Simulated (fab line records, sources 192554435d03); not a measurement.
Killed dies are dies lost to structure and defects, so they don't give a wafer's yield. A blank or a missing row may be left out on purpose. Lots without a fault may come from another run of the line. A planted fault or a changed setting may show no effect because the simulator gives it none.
fab line records | flow n5_finfet
record lots=6 wafers=18 last_day=17
route steps=1938 shown BEOL_M9@1448 PASSIVATION@1936
lots that met no fault: from a run of the same line without faults
start_h: hours from the record's first day to the start of the lot's first wafer shown | wait_h: hours since the lot's step before | " the same as in the row above | L1.1+2: a row that stands for several wafers | - no value, or no start given | * or withheld: withheld | < > ~ a bound
route shown NAME@n: a module of which the file shows steps, and the number in the route of the first | usual: mean/standard deviation of fault-free wafers | same: alike in all rows | chamber/n: place in a boat | sites: the reading at each site | _std_site: their standard deviation | _edge_site: outer sites' mean less inner sites' | radius_mm: how far each site lies from the wafer's centre | mask NAME#n: copy n | behind: the tool/chamber that last shaped the wafer | hold: why the lot was held/for how many hours/how that ended | device: the transistor (n, p or np) that didn't switch | end of line: the same wafers' tests at the end of the route | a step without rows: its recipe alone | killed: dies lost to structure and defects at the first sort, not the wafer's yield | map: a wafer's dies, x killed, . not, _ none there
set.NAME: the setting as run; set.NAME@STEP: as run at that earlier step | model.NAME: the simulator's own value behind a step, which no gauge read
lots at some steps of the route; a table a step, a row a wafer
services: from which hour (start_h, from the record's first day; less than 0 if before it) a tool's chamber was out of use, for how many hours, and why
## steps
# step N5_BEOL_M9_STRIP_80
# recipe chemistry=N2/H2 time_s=10 power_w=450 temp_c=40 pressure_mtorr=20 rf_frequency_hz=6e+07 bias_power_w=7 n2_flow_sccm=200 h2_flow_sccm=200
# usual drypump_motor_current_A=5.5/0.37 oes_product_au=0.81/0.083 rf_vpp_V=59.2/0.79 showerhead_plenum_p_Torr=2.54/0.099 throttle_valve_pct=23.8/0.34
# columns lot.wafer tool chamber start_h wait_h drypump_motor_current_A oes_product_au rf_hours_counter_h rf_vpp_V showerhead_plenum_p_Torr throttle_valve_pct
L849.1 rie_diel-06 0 - - 5.6 0.74 170 58.8 2.66 24.1
L849.2 " 1 " " 5.4 0.83 76 58.5 2.46 23.9
L849.6 " 0 " " 5.6 0.74 - 59.4 2.66 24.1
L854.2 rie_diel-04 1 - - 5.0 0.98 0 59.0 2.49 23.4
L854.4 " 2 " " 5.7 0.70 192 60.0 2.40 23.3
L854.5 " 1 " " 5.0 0.99 - 59.3 2.49 23.4
L859.2 rie_diel-02 1 - - 6.0 0.70 239 58.4 2.48 23.7
L859.5 " 3 " " 5.7 0.83 - 59.7 2.69 24.3
L859.6 " 2 " " 5.8 0.87 - 59.5 2.46 23.3
L865.3 rie_diel-04 2 - - 5.8 0.69 207 60.2 2.40 23.3
L865.4 " 0 " " 5.7 0.80 95 59.0 2.46 23.8
L865.6 " 0 " " 5.7 0.80 - 57.8 2.46 23.8
L864.1 rie_diel-04 3 - - 5.4 0.69 241 59.9 2.61 23.6
L864.3 " 1 " " 5.0 0.89 18 60.8 2.49 23.4
L864.4 " 2 " " 5.7 0.70 207 58.1 2.40 23.3
L870.2 rie_diel-02 1 - - 6.0 0.99 2 57.9 2.47 23.5
L870.4 " 2 " " 5.8 0.83 70 59.3 2.45 23.3
L870.5 " 0 " " 4.8 0.89 - 59.4 2.50 23.9
# step N5_BEOL_M9_OCD_MEAS_38
# usual trench_depth_nm=152/3.2
# columns lot.wafer tool chamber start_h wait_h trench_depth_nm
L849.1 ocd-01 - 227.77 - 151
L849.2 " - " " 153
L849.6 " - " " 151
L854.2 ocd-01 - 263.54 - 149
L854.4 " - " " 149
L854.5 " - " " 147
L859.2 ocd-02 - 300.53 - 153
L859.5 " - " " 153
L859.6 " - " " 155
L865.3 ocd-02 - 331.92 - 149
L865.4 " - " " 149
L865.6 " - " " 146
L864.1 ocd-01 - 334.40 - 152
L864.3 " - " " 149
L864.4 " - " " 149
L870.2 ocd-02 - 366.60 - 156
L870.4 " - " " 149
L870.5 " - " " 155
# step N5_BEOL_M9_HM_STRIP_39
# recipe chemistry=peroxide_tin_strip material=TiN target_depth_a=250 temp_c=50 time_s=158
# step N5_BEOL_M9_SRD_40
# recipe time_s=30 temp_c=23 rinse_liquid=diw dry=ipa_marangoni
# step N5_BEOL_M9_PRECLEAN_42
# recipe chemistry=residue_remover time_s=60 temp_c=40
# step N5_BEOL_M9_SRD_43
# recipe time_s=30 temp_c=23 rinse_liquid=diw dry=ipa_marangoni
# step N5_BEOL_M9_CD_MEAS_35
# recipe target_cd_nm=70 target_cd_y_nm=40 polarity=opening
# usual cd_nm=70.4/0.81
# columns lot.wafer tool chamber start_h wait_h cd_nm
L849.1 cd_sem-01 - 227.93 0.0 69.5
L849.2 " - " " 70.8
L849.6 " - " " 71.2
L854.2 cd_sem-02 - 263.70 0.0 70.5
L854.4 " - " " 70.9
L854.5 " - " " 70.5
L859.2 cd_sem-03 - 300.68 0.0 70.5
L859.5 " - " " 69.7
L859.6 " - " " 70.6
L865.3 cd_sem-03 - 332.07 0.0 70.2
L865.4 " - " " 70.6
L865.6 " - " " 70.0
L864.1 cd_sem-03 - 334.55 0.0 71.0
L864.3 " - " " 69.6
L864.4 " - " " 69.9
L870.2 cd_sem-03 - 366.75 0.0 70.4
L870.4 " - " " 69.6
L870.5 " - " " 69.2
# step N5_BEOL_M9_CURE_72
# recipe temp_c=370 time_s=120 ambient=DMADMS/He material=SiCOH_lowk
# step N5_BEOL_M9_DEGAS_44
# recipe ambient=vacuum temp_c=250 time_s=60
# usual heater_power_w=324/32 susceptor_temp_C=250.01/0.19
# columns lot.wafer tool chamber start_h wait_h heater_power_w susceptor_temp_C
L849.1 pvd_sputter-01 - 228.39 0.4 371 249.96
L849.2 " - " " 322 250.04
L849.6 " - " " 297 250.16
L854.2 pvd_sputter-03 - 264.19 0.4 380 249.80
L854.4 " - " " 321 250.47
L854.5 " - " " 318 250.08
L859.2 pvd_sputter-01 - 302.25 1.4 347 249.97
L859.5 " - " " 292 249.93
L859.6 " - " " 348 249.85
L865.3 pvd_sputter-01 - 332.76 0.5 324 249.87
L865.4 " - " " 296 250.10
L865.6 " - " " 342 250.22
L864.1 pvd_sputter-03 - 335.10 0.5 368 249.86
L864.3 " - " " 279 250.18
L864.4 " - " " 330 249.84
L870.2 pvd_sputter-01 - 367.47 0.5 293 249.80
L870.4 " - " " 345 249.87
L870.5 " - " " 376 249.71
# step N5_BEOL_M9_PRE_CLEAN_45
# recipe gas=H2/He time_s=30 temp_c=250
# usual heater_power_w=324/32 susceptor_temp_C=249.99/0.17
# columns lot.wafer tool chamber start_h wait_h heater_power_w susceptor_temp_C
L849.1 pvd_sputter-01 - 228.43 0.0 366 250.14
L849.2 " - " " 328 249.75
L849.6 " - " " 302 249.72
L854.2 pvd_sputter-03 - 264.23 0.0 378 249.62
L854.4 " - " " 314 249.85
L854.5 " - " " 313 249.88
L859.2 pvd_sputter-01 - 302.29 0.0 344 250.16
L859.5 " - " " 297 249.99
L859.6 " - " " 354 249.83
L865.3 pvd_sputter-01 - 332.80 0.0 314 250.02
L865.4 " - " " 299 250.04
L865.6 " - " " 347 250.00
L864.1 pvd_sputter-03 - 335.14 0.0 379 250.24
L864.3 " - " " 285 249.74
L864.4 " - " " 330 250.26
L870.2 pvd_sputter-01 - 367.51 0.0 298 250.12
L870.4 " - " " 349 249.70
L870.5 " - " " 372 249.79
# step N5_BEOL_M9_ALD_74
# recipe material=TaN target_thk_a=20 temp_c=275 ald_precursor_family=PDMAT ald_co_reactant=NH3 pressure_torr=3 carrier_flow_sccm=1500 pulse_time_s=2 purge_time_s=3 co_reactant_purge_time_s=2 co_reactant_pulse_time_s=3 ald_cycles=40 precursor_vessel_temp_c=75 precursor_vessel_pressure_torr=26.25 precursor_vessel_carrier_sccm=1000
# usual heater_power_w=422/63 precursor_vessel_temp_c=75.00/0.13 susceptor_temp_C=275.01/0.18
# columns lot.wafer tool chamber start_h wait_h heater_power_w precursor_vessel_temp_c susceptor_temp_C
L849.1 ald_metal-04 1 228.51 0.1 498 74.98 274.71
L849.2 " 2 " " 357 75.17 275.06
L849.6 " 0 " " 319 75.13 275.23
L854.2 ald_metal-02 2 264.37 0.1 393 74.82 275.20
L854.4 " 1 " " 430 75.02 274.82
L854.5 " 2 " " 398 74.88 275.15
L859.2 ald_metal-02 3 302.35 0.0 386 75.17 275.08
L859.5 " 2 " " 400 74.85 274.99
L859.6 " 1 " " 425 75.06 275.16
L865.3 ald_metal-04 2 332.86 0.0 369 74.80 274.73
L865.4 " 0 " " 323 74.99 275.13
L865.6 " 0 " " 321 75.00 274.97
L864.1 ald_metal-01 1 335.20 0.0 459 75.09 274.97
L864.3 " 2 " " 462 74.92 275.09
L864.4 " 3 " " 388 74.95 275.03
L870.2 ald_metal-04 0 367.80 0.3 323 75.09 275.12
L870.4 " 1 " " 499 74.85 274.88
L870.5 " 3 " " 543 75.14 274.96
# step N5_BEOL_M9_SURFACE_TREAT_79
# recipe gas=Ar time_s=* ion_energy_ev=* ion_current_ma_cm2=0.5 pressure_mtorr=* ar_flow_sccm=30
# usual throttle_valve_pct=*
# columns lot.wafer tool chamber start_h wait_h throttle_valve_pct
L849.1 pvd_sputter-02 - 228.88 0.2 *
L849.2 " - " " *
L849.6 " - " " *
L854.2 pvd_sputter-03 - 264.71 0.2 *
L854.4 " - " " *
L854.5 " - " " *
L859.2 pvd_sputter-01 - 302.65 0.2 *
L859.5 " - " " *
L859.6 " - " " *
L865.3 pvd_sputter-02 - 334.24 1.2 *
L865.4 " - " " *
L865.6 " - " " *
L864.1 pvd_sputter-02 - 335.49 0.2 *
L864.3 " - " " *
L864.4 " - " " *
L870.2 pvd_sputter-02 - 368.69 0.8 *
L870.4 " - " " *
L870.5 " - " " *
# step N5_BEOL_M9_CVD_78
# recipe material=Co target_thk_a=20 temp_c=withheld precursor=CCTBA/H2 pressure_torr=30 time_s=138.9
# usual run_length_s=162.0/0.6
# columns lot.wafer tool chamber start_h wait_h run_length_s
L849.1 cvd_co-02 1 229.17 0.3 161.0
L849.2 " 0 " " 163.3
L849.6 " 2 " " 161.5
L854.2 cvd_co-01 1 264.77 0.0 162.5
L854.4 " 1 " " 162.3
L854.5 " 2 " " 162.6
L859.2 cvd_co-01 0 302.76 0.1 162.4
L859.5 " 2 " " 161.9
L859.6 " 0 " " 162.6
L865.3 cvd_co-01 2 334.49 0.2 161.8
L865.4 " 0 " " 278.9
L865.6 " 2 " " 162.0
L864.1 cvd_co-01 0 335.78 0.3 279.3
L864.3 " 0 " " 279.5
L864.4 " 2 " " 161.8
L870.2 cvd_co-02 2 368.75 0.0 161.4
L870.4 " 2 " " 161.8
L870.5 " 0 " " 162.5
# step N5_BEOL_M9_SPUTTER_48
# recipe material=Cu target_thk_a=120 temp_c=-20 bias_v=60 power_w=26000 chamber_pressure_pa=0.13 time_s=2
# step N5_PASSIVATION_PROBE_49
# usual defect_limited_yield=91.0/1.4 killed_at_M0_to_M3=35/10 killed_at_M4_up=14/5.5 killed_at_contacts=13/5.6 killed_at_front_end=41/11 killed_at_other=4/3.4 killed_dies=106/16 killed_open=68/12 killed_short=35/7.3 sort_bin_4_leakage=0.3/2.1 sort_bin_5_function=5.3/0.89 sort_bin_6_memory=3.4/0.67 sort_bin_8_speed=0.01/0.11 sort_n_pass=1070/28 sort_yield_pct=90.7/2.4
# same gross_dies=1180 killed_at_back_side=0
# columns lot.wafer tool chamber start_h wait_h defect_limited_yield[%] killed_at_M0_to_M3 killed_at_M4_up killed_at_contacts killed_at_front_end killed_at_other killed_dies killed_open killed_short sort_bin_4_leakage[%] sort_bin_5_function[%] sort_bin_6_memory[%] sort_bin_8_speed[%] sort_n_pass sort_yield_pct[%]
L865.3 prober-01 - 398.13 0.1 91.7 27 12 3 46 10 98 56 40 0 4.7 3.0 0 1082 91.7
L865.4 prober-01 - 398.18 0.2 92.3 26 14 12 34 5 91 56 31 0 4.5 3.0 0 1089 92.3
L865.6 prober-01 - 398.28 0.3 92.9 10 19 9 36 10 84 45 36 0.8 4.7 2.0 0 1086 92.0
# killed by level:class
L865.3 BEOL_M0_SAQP:geometric_particle:open=15 GATE_CUT:geometric_particle:short=13 STI_FIN_REVEAL:geometric_particle:open=7 BEOL_M0_SAQP:geometric_particle:short=7 FIN_SAQP:geometric_particle:short=5 BEOL_M5:geometric_particle:short=5 PASS1_DEP:geometric_particle:open=5 FIN_SAQP:geometric_particle:open=4
L865.4 MOL_CONTACT_COAG:geometric_particle:open=10 BEOL_M0_SAQP:geometric_particle:open=9 STI_FIN_REVEAL:geometric_particle:open=6 FIN_SAQP:geometric_particle:short=5 FIN_SAQP:geometric_particle:open=4 GATE_CUT:geometric_particle:short=4 BEOL_M2:geometric_particle:open=4 BEOL_M3:geometric_particle:open=4
L865.6 GATE_CUT:geometric_particle:short=9 MOL_CONTACT_COAG:geometric_particle:open=7 FIN_SAQP:geometric_particle:short=5 BEOL_M4:geometric_particle:short=5 PASS1_DEP:geometric_particle:short=5 STARTING-WAFER:geometric_particle:open=5 DUMMY_GATE:geometric_particle:open=4 BEOL_M7:geometric_particle:open=3
## services
# columns tool chamber start_h hours kind
rie_diel-04 0 222.79 11.3 repair
ald_metal-02 - 226.08 2.8 pm
rie_diel-04 2 228.08 2.4 repair
ald_metal-02 3 229.30 42.8 repair
rie_diel-04 1 249.86 - clean
rie_diel-04 1 249.86 - consumable_replace:focus_ring
rie_diel-04 1 249.86 12.2 scheduled_down
rie_diel-04 1 249.86 12.2 vent_cycle
rie_diel-06 2 299.45 8.1 repair
cvd_co-02 - 302.30 0.5 repair
cvd_co-01 - 305.44 6.9 pm
pvd_sputter-03 - 316.53 4.6 repair
cvd_co-01 1 333.33 - clean
cvd_co-01 1 333.33 22.0 scheduled_down
cvd_co-01 1 333.33 22.0 vent_cycle
rie_diel-06 0 337.05 4.8 repair
ald_metal-02 - 337.25 14.0 pm
cvd_co-02 - 345.77 3.8 pm
cvd_co-01 - 352.66 2.8 pm
pvd_sputter-02 - 361.06 3.8 repair
rie_diel-04 3 361.23 - clean
rie_diel-04 3 361.23 - consumable_replace:focus_ring
rie_diel-04 3 361.23 19.9 scheduled_down
rie_diel-04 3 361.23 19.9 vent_cycle
## key
first_sign step=N5_BEOL_M9_CVD_78 reading=run_length_s direction=up sigmas=99+ usual=* struck=*
effect none on later readings
met_at N5_BEOL_M9_CVD_78
struck_wafers L864.1,L864.3,L865.4
onset_between 302.76 334.49
fault kind=process_parameter_drift tool=cvd_co-01 chamber=0 onset_h=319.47 steps=N5_BEOL_M9_CVD_78 channel=time_s offset=* shape=step end_h=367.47 acts_in=* stated=*
